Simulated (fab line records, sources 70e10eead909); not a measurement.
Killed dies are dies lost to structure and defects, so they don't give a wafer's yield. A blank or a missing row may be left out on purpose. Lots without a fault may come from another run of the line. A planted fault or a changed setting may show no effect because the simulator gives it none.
Which tool did it? | flow nand_harc | 24 lots, 72 wafers sampled, at 6 steps of a route of 1302

WHAT THE GAUGES READ, wafer by wafer
NHARC_A_M0_INSPECT_11.
lot  | measured     | on                | raw_defect_count
L074 | day 23 04:00 | defect_inspect-02 | 93 100 93
L076 | day 23 04:29 | defect_inspect-02 | 81 83 77
L075 | day 23 08:46 | defect_inspect-01 | 84 80 90
L077 | day 23 20:23 | defect_inspect-02 | 146 153 166
L078 | day 24 02:17 | defect_inspect-02 | 57 48 75
L080 | day 25 02:57 | defect_inspect-02 | 118 112 96
L079 | day 25 03:34 | defect_inspect-01 | 123 132 113
L083 | day 26 06:44 | defect_inspect-01 | 127 123 136
L081 | day 27 00:38 | defect_inspect-02 | 31 30 36
L082 | day 27 07:59 | defect_inspect-01 | 74 68 76
L085 | day 27 09:40 | defect_inspect-02 | 78 102 95
L084 | day 27 11:38 | defect_inspect-01 | 64 81 63
L087 | day 28 03:49 | defect_inspect-01 | 104 110 80
L086 | day 28 06:42 | defect_inspect-01 | 163 143 144
L088 | day 29 06:08 | defect_inspect-01 | 96 105 95
L089 | day 29 17:25 | defect_inspect-01 | 121 123 116
L090 | day 29 19:56 | defect_inspect-02 | 36 42 42
L091 | day 30 10:43 | defect_inspect-01 | 149 158 141
L092 | day 30 10:30 | defect_inspect-02 | 24 25 25
L093 | day 30 16:23 | defect_inspect-02 | 36 35 37
L095 | day 31 09:01 | defect_inspect-02 | 57 71 55
L094 | day 31 09:20 | defect_inspect-01 | 94 67 78
L096 | day 32 02:02 | defect_inspect-02 | 119 103 108
L097 | day 32 06:05 | defect_inspect-01 | 82 74 57

NHARC_A_M0_THK_MEAS_24: measures by xrf.
lot  | measured     | on            | thk_nm (nm)
L074 | day 23 06:25 | film_metro-01 | 115.7 113.0 116.2
L076 | day 23 06:55 | film_metro-02 | 112.9 112.8 117.5
L075 | day 23 11:08 | film_metro-02 | 115.3 114.4 114.9
L077 | day 23 22:47 | film_metro-01 | 111.9 112.2 114.6
L078 | day 24 04:40 | film_metro-01 | 115.6 113.9 114.2
L080 | day 25 05:20 | film_metro-01 | 113.9 110.9 114.4
L079 | day 25 05:57 | film_metro-02 | 114.2 112.4 114.8
L083 | day 26 09:11 | film_metro-02 | 114.3 115.5 113.5
L081 | day 27 03:02 | film_metro-01 | 115.6 112.6 112.4
L082 | day 27 10:21 | film_metro-01 | 114.7 115.1 115.0
L085 | day 27 12:03 | film_metro-02 | 116.2 112.4 112.8
L084 | day 27 14:01 | film_metro-02 | 114.9 112.8 112.8
L087 | day 28 06:12 | film_metro-02 | 114.1 114.6 116.0
L086 | day 28 09:05 | film_metro-02 | 112.8 113.5 112.9
L088 | day 29 08:34 | film_metro-01 | 113.6 113.7 113.4
L089 | day 29 19:47 | film_metro-01 | 114.5 115.2 113.5
L090 | day 29 22:20 | film_metro-01 | 113.3 113.0 112.5
L091 | day 30 13:16 | film_metro-02 | 113.1 113.1 113.8
L092 | day 30 13:04 | film_metro-02 | 116.1 114.6 113.1
L093 | day 30 18:46 | film_metro-01 | 115.6 114.4 113.4
L095 | day 31 11:29 | film_metro-02 | 114.4 113.4 112.9
L094 | day 31 11:46 | film_metro-02 | 115.4 113.0 112.9
L096 | day 32 04:27 | film_metro-02 | 115.0 116.1 113.2
L097 | day 32 08:28 | film_metro-02 | 113.4 115.2 114.8

WHICH TOOL RAN EACH LOT (tool, then ch and the chambers of the sampled wafers, then the start)
lot  | NHARC_A_CONTACT_ETCH_135             | NHARC_A_CONTACT_ETCH_137             | NHARC_A_CONTACT_ETCH_139             | NHARC_A_BLC_DEGAS_30
L074 | har_cap_etch-02 ch 0,1, day 22 14:43 | har_cap_etch-02 ch 0,1, day 22 15:16 | har_cap_etch-02 ch 0,1, day 22 15:50 | pvd_sputter-01, day 23 01:35
L076 | har_cap_etch-03 ch 0, day 22 16:01   | har_cap_etch-03 ch 0, day 22 16:34   | har_cap_etch-03 ch 0, day 22 17:07   | pvd_sputter-02, day 23 01:56
L075 | har_cap_etch-01 ch 0,1, day 22 21:35 | har_cap_etch-01 ch 0,1, day 22 22:07 | har_cap_etch-01 ch 0,1, day 22 22:40 | pvd_sputter-02, day 23 06:22
L077 | har_cap_etch-02 ch 0,1, day 23 11:21 | har_cap_etch-02 ch 0,1, day 23 11:53 | har_cap_etch-02 ch 0,1, day 23 12:26 | pvd_sputter-01, day 23 17:58
L078 | har_cap_etch-03 ch 0,1, day 23 17:23 | har_cap_etch-03 ch 0,1, day 23 17:56 | har_cap_etch-03 ch 0,1, day 23 18:28 | pvd_sputter-03, day 23 23:59
L080 | har_cap_etch-02 ch 0,1, day 24 18:00 | har_cap_etch-02 ch 0,1, day 24 18:32 | har_cap_etch-02 ch 0,1, day 24 19:05 | pvd_sputter-02, day 25 00:28
L079 | har_cap_etch-03 ch 0,1, day 24 18:31 | har_cap_etch-03 ch 0,1, day 24 19:04 | har_cap_etch-03 ch 0,1, day 24 19:37 | pvd_sputter-01, day 25 01:10
L083 | har_cap_etch-02 ch 0,1, day 25 21:50 | har_cap_etch-02 ch 0,1, day 25 22:22 | har_cap_etch-02 ch 0,1, day 25 22:55 | pvd_sputter-01, day 26 04:20
L081 | har_cap_etch-02 ch 0,1, day 26 15:47 | har_cap_etch-02 ch 0,1, day 26 16:20 | har_cap_etch-02 ch 0,1, day 26 16:52 | pvd_sputter-02, day 26 22:22
L082 | har_cap_etch-01 ch 0,1, day 26 22:35 | har_cap_etch-01 ch 0,1, day 26 23:08 | har_cap_etch-01 ch 0,1, day 26 23:40 | pvd_sputter-03, day 27 05:34
L085 | har_cap_etch-01 ch 0,1, day 27 01:05 | har_cap_etch-01 ch 0,1, day 27 01:37 | har_cap_etch-01 ch 0,1, day 27 02:10 | pvd_sputter-03, day 27 07:23
L084 | har_cap_etch-01 ch 0,1, day 27 02:31 | har_cap_etch-01 ch 0,1, day 27 03:03 | har_cap_etch-01 ch 0,1, day 27 03:35 | pvd_sputter-02, day 27 09:06
L087 | har_cap_etch-03 ch 0,1, day 27 18:23 | har_cap_etch-03 ch 0,1, day 27 18:55 | har_cap_etch-03 ch 0,1, day 27 19:28 | pvd_sputter-03, day 28 01:25
L086 | har_cap_etch-02 ch 0,1, day 27 21:46 | har_cap_etch-02 ch 0,1, day 27 22:19 | har_cap_etch-02 ch 0,1, day 27 22:52 | pvd_sputter-03, day 28 04:26
L088 | har_cap_etch-01 ch 0, day 28 21:11   | har_cap_etch-01 ch 0, day 28 21:43   | har_cap_etch-01 ch 0, day 28 22:16   | pvd_sputter-02, day 29 03:44
L089 | har_cap_etch-02 ch 0, day 29 08:39   | har_cap_etch-02 ch 0, day 29 09:11   | har_cap_etch-02 ch 0, day 29 09:44   | pvd_sputter-02, day 29 15:09
L090 | har_cap_etch-03 ch 0,1, day 29 10:58 | har_cap_etch-03 ch 0,1, day 29 11:30 | har_cap_etch-03 ch 0,1, day 29 12:02 | pvd_sputter-03, day 29 17:34
L091 | har_cap_etch-02 ch 0,1, day 30 00:54 | har_cap_etch-02 ch 0,1, day 30 01:26 | har_cap_etch-02 ch 0,1, day 30 01:59 | pvd_sputter-01, day 30 08:14
L092 | har_cap_etch-03 ch 0,1, day 30 01:31 | har_cap_etch-03 ch 0,1, day 30 02:02 | har_cap_etch-03 ch 0,1, day 30 02:35 | pvd_sputter-02, day 30 08:05
L093 | har_cap_etch-03 ch 0,1, day 30 07:28 | har_cap_etch-03 ch 0,1, day 30 08:01 | har_cap_etch-03 ch 0,1, day 30 08:33 | pvd_sputter-01, day 30 14:01
L095 | har_cap_etch-03 ch 0,1, day 30 23:56 | har_cap_etch-03 ch 0,1, day 31 00:29 | har_cap_etch-03 ch 0,1, day 31 01:01 | pvd_sputter-01, day 31 06:37
L094 | har_cap_etch-01 ch 0,1, day 31 00:13 | har_cap_etch-01 ch 0,1, day 31 00:46 | har_cap_etch-01 ch 0,1, day 31 01:19 | pvd_sputter-02, day 31 06:57
L096 | har_cap_etch-02 ch 0,1, day 31 17:14 | har_cap_etch-02 ch 0,1, day 31 17:47 | har_cap_etch-02 ch 0,1, day 31 18:19 | pvd_sputter-02, day 31 23:47
L097 | har_cap_etch-03 ch 0,1, day 31 21:13 | har_cap_etch-03 ch 0,1, day 31 21:46 | har_cap_etch-03 ch 0,1, day 31 22:19 | pvd_sputter-03, day 32 03:40
- NHARC_A_CONTACT_ETCH_135: etches the open film in C4F8/O2/Ar, time 311 s, target depth 1912 nm.
- NHARC_A_CONTACT_ETCH_137: etches the open film in C4F8/O2/Ar, time 311 s, target depth 1912 nm.
- NHARC_A_CONTACT_ETCH_139: etches the open film in C4F8/O2/Ar, time 195 s, target depth 840 nm.
- NHARC_A_BLC_DEGAS_30: time 60 s.

WHAT THE TOOLS THEMSELVES READ (means of the sampled wafers that have a number; where no wafer has one, the mark that the record gives instead)
NHARC_A_BLC_DEGAS_30.
lot  | tool           | heater_power_w (W)
L074 | pvd_sputter-01 | 507
L076 | pvd_sputter-02 | 475
L075 | pvd_sputter-02 | 499
L077 | pvd_sputter-01 | 481
L078 | pvd_sputter-03 | 472
L080 | pvd_sputter-02 | 543
L079 | pvd_sputter-01 | 498
L083 | pvd_sputter-01 | 482
L081 | pvd_sputter-02 | 505
L082 | pvd_sputter-03 | 448
L085 | pvd_sputter-03 | 444
L084 | pvd_sputter-02 | 512
L087 | pvd_sputter-03 | 455
L086 | pvd_sputter-03 | 469
L088 | pvd_sputter-02 | 490
L089 | pvd_sputter-02 | 483
L090 | pvd_sputter-03 | 450
L091 | pvd_sputter-01 | 473
L092 | pvd_sputter-02 | 496
L093 | pvd_sputter-01 | 474
L095 | pvd_sputter-01 | 488
L094 | pvd_sputter-02 | 527
L096 | pvd_sputter-02 | 491
L097 | pvd_sputter-03 | 447

THE ANSWER, worked out from the rows above alone
Rule: what is usual is taken from the lots themselves. Put in order of their means at a reading, lots are off if they are a third of the lots or fewer, leave a main group of 4 or more, and stand apart from it by a gap of 3 or more times the standard deviation of the main group's means; of several such gaps the widest counts. A main group whose means are all the same, to the digits that the tables above print for the reading, isn't used. A lot without any number at a reading at which 4 lots or more have one is off too. The other lots that the step has rows for count as sound. The gauges are gone through in route order, then the tools' own readings, and for those a lot's mean is taken as printed above. The first step at which some lot is off is used, and at that step the reading that is off furthest; a lot without a number counts as furthest.
No lot is off at any reading shown: from this, nothing can be told.

WHAT THE SIMULATOR HAD PUT IN
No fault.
